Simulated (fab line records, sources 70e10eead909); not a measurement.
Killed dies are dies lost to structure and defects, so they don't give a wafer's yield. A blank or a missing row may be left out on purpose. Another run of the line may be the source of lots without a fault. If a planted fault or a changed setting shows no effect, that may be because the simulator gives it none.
Which tool is to blame? | flow nand_harc | Sampling: 12 lots, 36 wafers, 6 of 1302 route steps

== WHAT EACH GAUGE READ, for each wafer ==
NHARC_A_CHANNEL_HOLE_D1_INSPECT_12.
lot  | measured     | on                | raw_defect_count
L414 | day 8 23:17  | defect_inspect-02 | 10 7 8
L416 | day 9 22:36  | defect_inspect-02 | 2 4 8
L417 | day 10 06:19 | defect_inspect-01 | 6 4 3
L423 | day 13 02:59 | defect_inspect-02 | 307 326 302 304 324 307
L427 | day 14 08:16 | defect_inspect-01 | 5 4 1
L426 | day 14 09:43 | defect_inspect-01 | 346 300 328 334 306 326
L428 | day 14 10:00 | defect_inspect-02 | 8 9 4
L430 | day 15 10:11 | defect_inspect-02 | 2 3 2
L433 | day 17 01:19 | defect_inspect-02 | 4 3 1
L434 | day 17 04:11 | defect_inspect-01 | 5 7 9
L435 | day 17 20:15 | defect_inspect-01 | 8 5 3
L436 | day 18 04:10 | defect_inspect-01 | 3 2 6

NHARC_END_SORT_01.
lot  | measured     | on        | defect_limited_yield (%) | killed_at_array | killed_at_other | killed_at_periphery | killed_dies | killed_open | killed_short
L428 | day 30 11:50 | prober-01 | 87                       | 74              | 1               | 10                  | 85          | 5           | 2
L430 | day 30 15:49 | prober-02 | 94 90                    | 41 66           | 0 1             | 2 1                 | 43 68       | 2 2         | 4 4

== WHICH TOOL RAN EACH LOT (tool, then ch and the chambers of the sampled wafers, then the start) ==
lot  | NHARC_A_CHANNEL_HOLE_D1_DEP_00 | NHARC_A_CHANNEL_HOLE_D1_ETCH_16               | NHARC_A_CHANNEL_HOLE_D1_ETCH_23  | NHARC_A_CHANNEL_HOLE_D1_ETCH_24
L414 | acl_dep-03 ch 0, day 8 20:29   | rie_diel-03 ch 0,1,2, day 9 01:59 or earlier  | har_etch-02 ch 0,1, day 9 01:59  | har_etch-02 ch 0,1, day 9 02:42
L416 | acl_dep-01 ch 0, day 9 19:47   | rie_diel-07 ch 0,1,3, day 10 02:01 or earlier | har_etch-02 ch 1, day 10 02:01   | har_etch-02 ch 1, day 10 02:43
L417 | acl_dep-01 ch 0, day 10 04:19  | rie_diel-03 ch 0,1, day 10 11:13 or earlier   | har_etch-01 ch 0,1, day 10 11:13 | har_etch-01 ch 0,1, day 10 11:56
L423 | acl_dep-03 ch 0, day 13 00:30  | -                                             | -                                | -
L427 | acl_dep-01 ch 0, day 14 05:49  | rie_diel-03 ch 0,3, day 14 11:03 or earlier   | har_etch-02 ch 0,1, day 14 11:03 | har_etch-02 ch 0,1, day 14 11:45
L426 | acl_dep-03 ch 0, day 14 07:01  | -                                             | -                                | -
L428 | acl_dep-02 ch 0, day 14 07:31  | rie_diel-07 ch 1,2,3, day 14 15:14 or earlier | har_etch-02 ch 0,1, day 14 15:14 | har_etch-02 ch 0,1, day 14 15:55
L430 | acl_dep-02 ch 0, day 15 07:25  | rie_diel-05 ch 0,3, day 15 13:01 or earlier   | har_etch-01 ch 0,1, day 15 13:01 | har_etch-01 ch 0,1, day 15 13:43
L433 | acl_dep-02 ch 0, day 16 19:01  | rie_diel-07 ch 1,2, day 17 04:22 or earlier   | har_etch-01 ch 0,1, day 17 04:22 | har_etch-01 ch 0,1, day 17 05:04
L434 | acl_dep-01 ch 0, day 17 01:25  | rie_diel-07 ch 0,1,2, day 17 08:24 or earlier | har_etch-01 ch 0,1, day 17 08:24 | har_etch-01 ch 0,1, day 17 09:04
L435 | acl_dep-02 ch 0, day 17 17:48  | rie_diel-05 ch 0,1,3, day 17 22:56 or earlier | har_etch-02 ch 1, day 17 22:56   | har_etch-02 ch 1, day 17 23:38
L436 | acl_dep-03 ch 0, day 18 01:31  | rie_diel-07 ch 0,2,3, day 18 06:50 or earlier | har_etch-01 ch 0,1, day 18 06:50 | har_etch-01 ch 0,1, day 18 07:32
- NHARC_A_CHANNEL_HOLE_D1_DEP_00: deposits aC, target thk 3100 nm.
- NHARC_A_CHANNEL_HOLE_D1_ETCH_16: etches the open film in O2/COS, target depth 3100 nm, time 806 s.
- NHARC_A_CHANNEL_HOLE_D1_ETCH_23: etches the open film in C4F8/O2/Ar, time 819 s, target depth 1600 nm.
- NHARC_A_CHANNEL_HOLE_D1_ETCH_24: etches the open film in C4F8/O2/Ar, time 906.2 s, target depth 1500 nm.

== WHAT THE TOOLS THEMSELVES READ (means of the sampled wafers that have a number; where no wafer has one, the mark that the record gives instead) ==
NHARC_A_CHANNEL_HOLE_D1_DEP_00.
lot  | tool       | throttle_valve_pct (%)
L414 | acl_dep-03 | 35.000
L416 | acl_dep-01 | 34.997
L417 | acl_dep-01 | 34.999
L423 | acl_dep-03 | 35.004
L427 | acl_dep-01 | 34.997
L426 | acl_dep-03 | 35.010
L428 | acl_dep-02 | 35.004
L430 | acl_dep-02 | 34.990
L433 | acl_dep-02 | 35.004
L434 | acl_dep-01 | 34.993
L435 | acl_dep-02 | 34.997
L436 | acl_dep-03 | 35.002

NHARC_A_CHANNEL_HOLE_D1_ETCH_16.
lot  | tool        | drypump_motor_current_A (A) | oes_product_au (a.u.) | rf_vpp_V (V) | showerhead_plenum_p_Torr (Torr) | throttle_valve_pct (%)
L414 | rie_diel-03 | 5.8                         | 0.998                 | 314.1        | 3.09                            | 28.320
L416 | rie_diel-07 | 5.7                         | 0.993                 | 315.0        | 3.21                            | 28.327
L417 | rie_diel-03 | 5.3                         | 0.996                 | 314.3        | 3.15                            | 28.325
L427 | rie_diel-03 | 5.5                         | 1.019                 | 313.9        | 3.10                            | 28.331
L428 | rie_diel-07 | 5.7                         | 1.021                 | 314.6        | 3.15                            | 28.335
L430 | rie_diel-05 | 5.5                         | 1.004                 | 314.8        | 3.20                            | 28.326
L433 | rie_diel-07 | 5.6                         | 1.002                 | 313.3        | 3.02                            | 28.321
L434 | rie_diel-07 | 5.7                         | 1.001                 | 315.4        | 3.16                            | 28.333
L435 | rie_diel-05 | 5.6                         | 1.006                 | 314.1        | 3.13                            | 28.330
L436 | rie_diel-07 | 5.9                         | 1.014                 | 316.1        | 3.28                            | 28.316

NHARC_A_CHANNEL_HOLE_D1_ETCH_23.
lot  | tool        | c4f8_flow_sccm (sccm) | drypump_motor_current_A (A) | showerhead_plenum_p_Torr (Torr) | throttle_valve_pct (%)
L414 | har_etch-02 | 89.39                 | 6.0                         | 3.49                            | 32.156
L416 | har_etch-02 | 89.20                 | 5.7                         | 3.44                            | 32.150
L417 | har_etch-01 | 89.45                 | 5.5                         | 3.71                            | 32.153
L427 | har_etch-02 | 89.54                 | 6.3                         | 3.50                            | 32.153
L428 | har_etch-02 | 89.19                 | 6.2                         | 3.50                            | 32.161
L430 | har_etch-01 | 89.31                 | 5.5                         | 3.68                            | 32.152
L433 | har_etch-01 | 89.18                 | 5.5                         | 3.66                            | 32.158
L434 | har_etch-01 | 89.25                 | 5.5                         | 3.66                            | 32.156
L435 | har_etch-02 | 89.50                 | 5.7                         | 3.93                            | 32.155
L436 | har_etch-01 | 89.51                 | 5.5                         | 3.65                            | 32.160

NHARC_A_CHANNEL_HOLE_D1_ETCH_24.
lot  | tool        | c4f8_flow_sccm (sccm) | drypump_motor_current_A (A) | showerhead_plenum_p_Torr (Torr) | throttle_valve_pct (%)
L414 | har_etch-02 | 93.67                 | 6.0                         | 3.49                            | 32.237
L416 | har_etch-02 | 94.07                 | 5.7                         | 3.44                            | 32.237
L417 | har_etch-01 | 93.66                 | 5.5                         | 3.70                            | 32.233
L427 | har_etch-02 | 93.70                 | 6.2                         | 3.50                            | 32.241
L428 | har_etch-02 | 93.92                 | 6.3                         | 3.49                            | 32.241
L430 | har_etch-01 | 93.47                 | 5.5                         | 3.67                            | 32.235
L433 | har_etch-01 | 93.70                 | 5.5                         | 3.66                            | 32.235
L434 | har_etch-01 | 93.71                 | 5.5                         | 3.65                            | 32.235
L435 | har_etch-02 | 93.58                 | 5.7                         | 3.92                            | 32.231
L436 | har_etch-01 | 93.64                 | 5.5                         | 3.65                            | 32.238

== THE ANSWER, worked out from the rows above alone ==
Rule: what is usual is taken from the lots themselves. The widest of any qualifying gaps counts: lots, ordered by their means at a reading, are off when they make up no more than a third of the lots, leave a main group of 4 or more, and stand apart from it by 3 or more times the standard deviation of that group's means. If all means in a main group match to the digits the tables above print for the reading, that group is not used. Also off: a lot with no number at a reading for which 4 or more lots have one. The other lots that the step has rows for count as sound. The gauges are gone through in route order, then the tools' own readings, and for those a lot's mean is taken as printed above. The first step at which some lot is off is used, and at that step the reading that is off furthest; a lot without a number counts as furthest.
Off: L423, L426, at NHARC_A_CHANNEL_HOLE_D1_INSPECT_12 (raw_defect_count). The main group has a mean of 4.9 with a standard deviation of 1.9.
If a tool, at a process step before that reading, ran all the lots that are off and no sound lot after the first of them, it fits. Those tools and the gauges at NHARC_A_CHANNEL_HOLE_D1_INSPECT_12 are tried in the same way. Of those tried, none fits.

== WHAT THE SIMULATOR HAD INSERTED ==
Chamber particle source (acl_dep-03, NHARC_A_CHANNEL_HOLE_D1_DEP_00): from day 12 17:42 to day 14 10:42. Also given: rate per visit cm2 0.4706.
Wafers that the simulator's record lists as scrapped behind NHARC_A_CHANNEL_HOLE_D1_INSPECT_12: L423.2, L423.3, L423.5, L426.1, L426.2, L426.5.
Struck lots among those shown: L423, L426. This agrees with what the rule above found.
